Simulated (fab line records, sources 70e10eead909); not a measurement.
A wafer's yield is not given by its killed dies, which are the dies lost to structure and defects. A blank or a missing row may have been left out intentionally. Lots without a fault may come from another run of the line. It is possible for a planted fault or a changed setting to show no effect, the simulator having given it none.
fab line records ; flow nand_harc
record: lots: 12; wafers: 36; last_day: 33
route steps=1302 shown P_GATE@122 END@1302
lots untouched by any fault: they come from a run of this same line in which no faults occurred
start_h: start of the lot's first displayed wafer, in hours after the record's first day ; wait_h: hours elapsed since this lot's preceding step ; " repeats the value in the row above ; L1.1+2: a single row standing in for several wafers ; - no value, or no start was given ; * or withheld: withheld ; < > ~ a bound
route shown NAME@n: NAME is a module with steps in the file, n the number in the route of the first one ; usual: average and standard deviation across the fault-free wafers ; same: alike in all rows ; chamber/n: place in a boat ; sites: readings site by site ; _std_site: how widely they spread, as a standard deviation ; _edge_site: mean of outer sites minus mean of inner sites ; radius_mm: for every site, how far away it sits from the centre of the wafer ; mask NAME#n: copy n ; behind: the most recent tool/chamber to have shaped the wafer ; hold: the reason the lot was held/the length of the hold in hours/how it ended ; device: the transistor (n, p or np) that didn't switch ; end of line: at the end of the route, the tests of the same wafers ; a step without rows: its recipe alone ; killed: at the first sort, the dies lost to defects and structure; wafer yield is something else ; map: per-die view of a wafer (x killed, . not killed, _ where there is no die)
set.NAME: the setting as run; set.NAME@STEP: as run at that earlier step ; model.NAME: the simulator's own value behind a step, which no gauge read
one table for each step of the route and one row for each wafer, over a sample of lots
services: from which hour (start_h, from the record's first day; less than 0 if before it) a tool's chamber was out of use, for how many hours, and why
== steps ==
step: NHARC_P_GATE_CD_MEAS_11
recipe: target_cd_nm: 1640; landing_energy_ev: 500
usual: cd_nm: 1639.6/2.5
lot.wafer;tool;chamber;start_h;wait_h;cd_nm
L321.1;cd_sem-03;0;86.30;-;1643.5
L321.4;cd_sem-03;0;86.30;-;1644.9
L321.6;cd_sem-03;0;86.30;-;1638.0
L322.1;cd_sem-02;0;90.54;-;1641.2
L322.2;cd_sem-02;0;90.54;-;1639.9
L322.5;cd_sem-02;0;90.54;-;1640.9
L323.2;cd_sem-01;0;98.79;-;1638.2
L323.5;cd_sem-01;0;98.79;-;1639.9
L323.6;cd_sem-01;0;98.79;-;1638.5
L324.2;cd_sem-02;0;110.34;-;1643.4
L324.3;cd_sem-02;0;110.34;-;1638.3
L324.6;cd_sem-02;0;110.34;-;1640.3
L326.1;cd_sem-02;0;128.54;-;1636.1
L326.2;cd_sem-02;0;128.54;-;1637.5
L326.6;cd_sem-02;0;128.54;-;1639.6
L327.2;cd_sem-02;0;139.91;-;1636.0
L327.3;cd_sem-02;0;139.91;-;1638.9
L327.4;cd_sem-02;0;139.91;-;1637.8
L329.3;cd_sem-02;0;163.20;-;1639.4
L329.5;cd_sem-02;0;163.20;-;1637.2
L329.6;cd_sem-02;0;163.20;-;1637.8
L332.1;cd_sem-01;0;190.19;-;1645.9
L332.2;cd_sem-01;0;190.19;-;1641.2
L332.3;cd_sem-01;0;190.19;-;1637.9
L336.2;cd_sem-01;0;226.41;-;1643.4
L336.3;cd_sem-01;0;226.41;-;1641.7
L336.4;cd_sem-01;0;226.41;-;1639.2
L337.2;cd_sem-02;0;239.48;-;1640.1
L337.5;cd_sem-02;0;239.48;-;1638.5
L337.6;cd_sem-02;0;239.48;-;1637.9
L343.3;cd_sem-03;0;301.77;-;1634.9
L343.5;cd_sem-03;0;301.77;-;1636.3
L343.6;cd_sem-03;0;301.77;-;1637.6
L344.1;cd_sem-02;0;308.26;-;1639.1
L344.2;cd_sem-02;0;308.26;-;1639.6
L344.3;cd_sem-02;0;308.26;-;1636.0
step: NHARC_P_GATE_SOFTBAKE_21
recipe: temp_c: 105; time_s: 55
usual: heater_power_total_W: 188.44/0.13
lot.wafer;tool;chamber;start_h;wait_h;heater_power_total_W
L321.1;litho_track-04;0;99;-;188.53
L321.4;litho_track-04;0;99;-;188.42
L321.6;litho_track-04;0;99;-;188.28
L322.1;litho_track-06;0;104;-;188.42
L322.2;litho_track-06;0;104;-;188.40
L322.5;litho_track-06;0;104;-;188.32
L323.2;litho_track-01;0;113;-;188.31
L323.5;litho_track-01;0;113;-;188.50
L323.6;litho_track-01;0;113;-;188.37
L324.2;litho_track-04;0;127;-;188.76
L324.3;litho_track-04;0;127;-;188.69
L324.6;litho_track-04;0;127;-;188.48
L326.1;litho_track-06;0;142;-;188.51
L326.2;litho_track-06;0;142;-;188.36
L326.6;litho_track-06;0;142;-;188.33
L327.2;litho_track-01;0;154;-;188.64
L327.3;litho_track-01;0;154;-;188.38
L327.4;litho_track-01;0;154;-;188.75
L329.3;litho_track-06;0;178;-;188.52
L329.5;litho_track-06;0;178;-;188.39
L329.6;litho_track-06;0;178;-;188.53
L332.1;litho_track-06;0;205;-;188.26
L332.2;litho_track-06;0;205;-;188.41
L332.3;litho_track-06;0;205;-;188.31
L336.2;litho_track-04;0;244;-;323.70
L336.3;litho_track-04;0;244;-;322.97
L336.4;litho_track-04;0;244;-;322.98
L337.2;litho_track-04;0;255;-;323.34
L337.5;litho_track-04;0;255;-;323.22
L337.6;litho_track-04;0;255;-;323.06
L343.3;litho_track-01;0;320;-;188.55
L343.5;litho_track-01;0;320;-;188.53
L343.6;litho_track-01;0;320;-;188.73
L344.1;litho_track-01;0;322;-;188.39
L344.2;litho_track-01;0;322;-;188.46
L344.3;litho_track-01;0;322;-;188.57
step: NHARC_P_GATE_HM_OPEN_105
recipe: target_depth_a: 3600; o2_flow_sccm: 400; cos_flow_sccm: 20; ar_flow_sccm: 0; rf_w: 500; bias_w: 300; chemistry: O2/COS
usual: drypump_motor_current_A: 5.6/0.46; oes_product_au: 0.999/0.013; rf_vpp_V: 467.1/2.5; showerhead_plenum_p_Torr: 3.12/0.11; throttle_valve_pct: 28.329/0.0091
lot.wafer;tool;chamber;start_h;wait_h;drypump_motor_current_A;oes_product_au;rf_hours_counter_h;rf_vpp_V;showerhead_plenum_p_Torr;throttle_valve_pct
L321.4;rie_diel-04;0;-;-;5.1;1.002;5;470.9;3.24;28.324
L321.1;rie_diel-04;1;-;-;5.7;1.031;5;470.5;3.23;28.317
L321.6;rie_diel-04;0;-;-;5.1;1.010;-;469.7;3.24;28.335
L322.1;rie_diel-04;3;-;-;5.8;1.002;5;468.5;3.23;28.329
L322.2;rie_diel-04;1;-;-;5.7;1.030;5;469.1;3.23;28.335
L322.5;rie_diel-04;3;-;-;5.8;1.003;-;468.1;3.23;28.315
L323.2;rie_diel-08;1;-;-;6.3;0.998;8;468.0;3.15;28.330
L323.6;rie_diel-08;3;-;-;5.7;0.995;-;467.5;3.12;28.330
L323.5;rie_diel-08;0;-;-;5.5;1.000;-;463.4;2.92;28.324
L324.3;rie_diel-08;1;-;-;6.2;1.013;9;468.0;3.15;28.316
L324.2;rie_diel-08;2;-;-;4.6;1.012;9;464.1;3.00;28.329
L324.6;rie_diel-08;3;-;-;5.7;1.002;-;467.0;3.12;28.340
L326.2;rie_diel-08;3;-;-;5.7;1.004;4;466.6;3.12;28.322
L326.1;rie_diel-08;1;-;-;6.2;1.021;10;467.5;3.15;28.329
L326.6;rie_diel-08;1;-;-;6.2;1.002;-;468.5;3.15;28.325
L327.4;rie_diel-08;2;-;-;4.6;1.002;11;464.6;3.00;28.340
L327.2;rie_diel-08;3;-;-;5.7;0.998;6;467.0;3.12;28.331
L327.3;rie_diel-08;1;-;-;6.2;1.003;11;466.7;3.15;28.330
L329.3;rie_diel-11;0;-;-;6.1;0.996;5;466.8;3.03;28.317
L329.6;rie_diel-11;3;-;-;5.3;0.984;-;471.2;3.30;28.335
L329.5;rie_diel-11;0;-;-;6.1;0.985;-;465.6;3.03;28.328
L332.3;rie_diel-11;3;-;-;5.4;0.996;6;469.6;3.30;28.317
L332.1;rie_diel-11;0;-;-;6.1;0.998;6;464.4;3.03;28.332
L332.2;rie_diel-11;1;-;-;6.0;0.998;6;466.7;3.09;28.327
L336.3;rie_diel-08;0;-;-;5.5;0.998;3;462.1;2.92;28.336
L336.4;rie_diel-08;1;-;-;6.2;0.997;3;467.9;3.15;28.348
L336.2;rie_diel-08;2;-;-;4.6;1.007;2;464.4;2.99;28.339
L337.2;rie_diel-11;3;-;-;5.4;0.993;9;471.2;3.30;28.342
L337.5;rie_diel-11;2;-;-;5.8;0.987;-;467.7;3.12;28.326
L337.6;rie_diel-11;3;-;-;5.3;0.986;-;471.5;3.30;28.324
L343.3;rie_diel-11;2;-;-;5.9;0.992;3;467.6;3.11;28.329
L343.5;rie_diel-11;2;-;-;5.8;0.987;-;466.7;3.11;28.323
L343.6;rie_diel-11;3;-;-;5.3;0.984;-;470.2;3.30;28.316
L344.3;rie_diel-08;0;-;-;5.5;0.993;6;462.3;2.91;28.340
L344.2;rie_diel-08;2;-;-;4.6;1.025;6;462.5;2.99;28.334
L344.1;rie_diel-08;3;-;-;5.7;0.991;7;466.7;3.11;28.328
step: NHARC_P_GATE_ETCHBACK_37
recipe: target_depth_a: 345; time_s: 17.2; chf3_flow_sccm: 50; o2_flow_sccm: 10; ar_flow_sccm: 200; rf_w: 500; bias_w: 200; chemistry: CHF3/O2
usual: drypump_motor_current_A: 5.6/0.45; oes_product_au: 0.95/0.031; rf_vpp_V: 370.5/1.9; showerhead_plenum_p_Torr: 2.40/0.082; throttle_valve_pct: 20.572/0.0089
lot.wafer;tool;chamber;start_h;wait_h;drypump_motor_current_A;oes_product_au;rf_hours_counter_h;rf_vpp_V;showerhead_plenum_p_Torr;throttle_valve_pct
L321.4;rie_diel-11;2;-;-;5.8;0.98;0;370.3;2.40;20.566
L321.1;rie_diel-11;3;-;-;5.3;1.01;0;373.7;2.55;20.574
L321.6;rie_diel-11;1;-;-;6.0;1.00;-;368.4;2.38;20.582
L322.1;rie_diel-04;3;-;-;5.8;0.92;5;371.4;2.48;20.572
L322.2;rie_diel-04;0;-;-;5.1;0.94;5;372.6;2.50;20.573
L322.5;rie_diel-04;0;-;-;5.1;0.94;-;372.6;2.50;20.581
L323.2;rie_diel-11;3;-;-;5.3;1.00;0;374.1;2.55;20.581
L323.6;rie_diel-11;2;-;-;5.8;0.97;-;370.2;2.40;20.570
L323.5;rie_diel-11;3;-;-;5.3;1.01;-;373.6;2.55;20.579
L324.2;rie_diel-11;1;-;-;6.1;0.91;1;371.4;2.38;20.569
L324.3;rie_diel-11;0;-;-;6.1;0.93;1;369.7;2.33;20.575
L324.6;rie_diel-11;2;-;-;5.8;0.90;-;370.8;2.40;20.574
L326.2;rie_diel-11;1;-;-;6.0;0.98;3;370.7;2.38;20.555
L326.1;rie_diel-11;3;-;-;5.3;1.00;2;373.8;2.54;20.575
L326.6;rie_diel-11;0;-;-;6.1;0.99;-;369.1;2.33;20.570
L327.2;rie_diel-08;0;-;-;5.5;0.93;11;366.5;2.24;20.582
L327.4;rie_diel-08;1;-;-;6.2;0.94;12;369.2;2.43;20.580
L327.3;rie_diel-08;2;-;-;4.6;0.96;12;369.7;2.30;20.581
L329.3;rie_diel-08;3;-;-;5.7;1.00;8;370.5;2.40;20.566
L329.5;rie_diel-08;2;-;-;4.6;1.02;-;368.8;2.30;20.554
L329.6;rie_diel-08;3;-;-;5.7;1.00;-;369.7;2.40;20.574
L332.3;rie_diel-04;2;-;-;5.4;0.94;0;368.9;2.36;20.576
L332.2;rie_diel-04;3;-;-;5.8;0.93;1;370.8;2.48;20.568
L332.1;rie_diel-04;1;-;-;5.7;0.99;1;373.2;2.49;20.559
L336.3;rie_diel-08;1;-;-;6.2;0.92;3;371.7;2.42;20.566
L336.2;rie_diel-08;2;-;-;4.6;0.94;2;367.4;2.30;20.567
L336.4;rie_diel-08;1;-;-;6.2;0.92;-;370.3;2.42;20.558
L337.2;rie_diel-04;0;-;-;5.1;0.96;6;373.5;2.49;20.566
L337.6;rie_diel-04;1;-;-;5.7;0.96;-;372.5;2.49;20.584
L337.5;rie_diel-04;2;-;-;5.4;1.01;-;367.7;2.36;20.581
L344.3;rie_diel-08;3;-;-;5.7;0.92;7;370.0;2.40;20.568
L344.2;rie_diel-08;1;-;-;6.2;0.91;8;371.7;2.42;20.587
L344.1;rie_diel-08;2;-;-;4.6;0.95;6;367.8;2.30;20.578
L343.3;rie_diel-04;1;-;-;5.7;0.92;10;372.8;2.48;20.584
L343.6;rie_diel-04;1;-;-;5.7;0.92;-;372.2;2.48;20.576
L343.5;rie_diel-04;2;-;-;5.5;0.93;-;369.9;2.35;20.581
step: NHARC_END_SORT_01
recipe: temp_c: 25
usual: killed_at_array: 45/18; killed_at_other: 0.9/1.3; killed_at_periphery: 3.7/2.2; killed_dies: 50/18; killed_open: 3.2/1.9; killed_short: 2.4/1.6
same: gross_dies: 677
lot.wafer;tool;chamber;start_h;wait_h;killed_at_array;killed_at_other;killed_at_periphery;killed_dies;killed_open;killed_short
L323.2;prober-01;0;579.17;2.8;45;0;5;50;4;3
L323.5;prober-01;0;581.58;3.7;41;0;3;44;2;3
L323.6;prober-01;0;582.38;4.0;38;0;3;41;4;5
L336.2;prober-01;0;701.34;2.8;57;2;5;64;3;2
L336.3;prober-01;0;702.14;3.1;67;1;1;69;4;3
L336.4;prober-01;0;702.94;3.4;52;0;2;54;5;3
killed by level:class
L323.2 A_SLIT:chamber_film_flake=28 A_CHANNEL_HOLE_D2:chamber_film_flake=6 A_CHANNEL_FILL_D1:geometric_particle:open=2 P_ZERO_WELL:chamber_film_flake=2 P_GATE:chamber_film_flake=2 A_CHANNEL_HOLE_D1:chamber_film_flake=2 A_DECK1_JOINT:chamber_film_flake=2 P_CONTACT:geometric_particle:open=1
L323.5 A_SLIT:chamber_film_flake=22 A_CHANNEL_HOLE_D2:chamber_film_flake=5 A_WL_FILL:chamber_film_flake=4 A_CONTACT:chamber_film_flake=3 P_GATE:chamber_film_flake=2 A_CHANNEL_HOLE_D1:geometric_particle:short=1 A_CHANNEL_FILL_D1:geometric_particle:short=1 A_CHANNEL_FILL_D1:geometric_particle:open=1
L323.6 A_SLIT:chamber_film_flake=18 A_CONTACT:chamber_film_flake=4 A_CHANNEL_HOLE_D2:chamber_film_flake=3 A_ONON_D1:geometric_particle:short=2 A_ONON_D2:geometric_particle:open=2 P_ZERO_WELL:chamber_film_flake=2 A_DECK1_JOINT:chamber_film_flake=2 A_ONON_D1:geometric_particle:open=1
L336.2 A_CHANNEL_HOLE_D2:chamber_film_flake=19 A_CHANNEL_HOLE_D1:chamber_film_flake=16 A_STAIRCASE:chamber_film_flake=10 A_WL_FILL:chamber_film_flake=4 A_CONTACT:chamber_film_flake=4 P_GATE:chamber_film_flake=2 P_CONTACT:geometric_particle:open=1 P_M0:geometric_particle:open=1
L336.3 A_CHANNEL_HOLE_D1:chamber_film_flake=28 A_CHANNEL_HOLE_D2:chamber_film_flake=21 A_SLIT:chamber_film_flake=4 A_STAIRCASE:chamber_film_flake=3 A_CONTACT:chamber_film_flake=3 A_CHANNEL_HOLE_D1:geometric_particle:open=1 A_DECK1_JOINT:geometric_particle:short=1 A_ONON_D2:geometric_particle:open=1
L336.4 A_CHANNEL_HOLE_D1:chamber_film_flake=16 A_CHANNEL_HOLE_D2:chamber_film_flake=10 A_CONTACT:chamber_film_flake=8 A_STAIRCASE:chamber_film_flake=4 A_DECK1_JOINT:geometric_particle:open=2 A_DECK1_JOINT:chamber_film_flake=2 A_SGD_CUT:chamber_film_flake=2 A_WL_FILL:chamber_film_flake=2
== services ==
tool;chamber;start_h;hours;kind
rie_diel-08;0;96.30;-;clean
rie_diel-08;1;96.30;-;clean
rie_diel-08;2;96.30;-;clean
rie_diel-11;-;98.31;9.0;pm
rie_diel-11;3;120.62;1.8;repair
rie_diel-04;1;132.03;14.0;repair
rie_diel-08;0;142.42;2.7;repair
litho_track-01;-;155.00;7.0;pm
rie_diel-04;-;177.90;9.0;pm
litho_track-06;-;179.00;7.0;pm
rie_diel-04;1;187.13;15.8;repair
rie_diel-08;-;190.80;9.0;pm
rie_diel-04;2;202.81;8.5;repair
litho_track-04;-;203.00;7.0;pm
rie_diel-04;1;203.94;5.0;repair
rie_diel-08;2;210.77;8.3;repair
rie_diel-08;1;212.70;6.9;repair
rie_diel-04;3;218.81;16.7;repair
rie_diel-08;2;220.33;8.0;repair
rie_diel-08;2;230.67;10.7;repair
rie_diel-08;0;252.25;7.6;repair
rie_diel-11;-;275.31;9.0;pm
rie_diel-11;2;325.45;2.1;repair
litho_track-01;-;330.00;7.0;pm
== key ==
first_sign: step: NHARC_P_GATE_SOFTBAKE_21; reading: heater_power_total_W; direction: up; sigmas: 99+; usual: *; struck: *
effect none on later readings
met_at NHARC_P_GATE_SOFTBAKE_21
struck_lots L336,L337
tester_left_out L336,L337
not_acting_at NHARC_P_GATE_CD_MEAS_11,NHARC_P_GATE_HM_OPEN_105,NHARC_P_GATE_ETCHBACK_37
onset_between 127 244
fault: kind: process_parameter_drift; tool: litho_track-04; chamber: -; onset_h: 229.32; steps: NHARC_P_GATE_SOFTBAKE_21; channel: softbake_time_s; offset: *; shape: step; end_h: 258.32; acts_in: *; stated: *
tester_left_out: of these lots the tester's yield and bins aren't shown, on N5 and GAA mostly nor the transistor test; their killed dies are dies lost to structure and defects alone, not to doping, threshold or leakage, so they don't give the yield
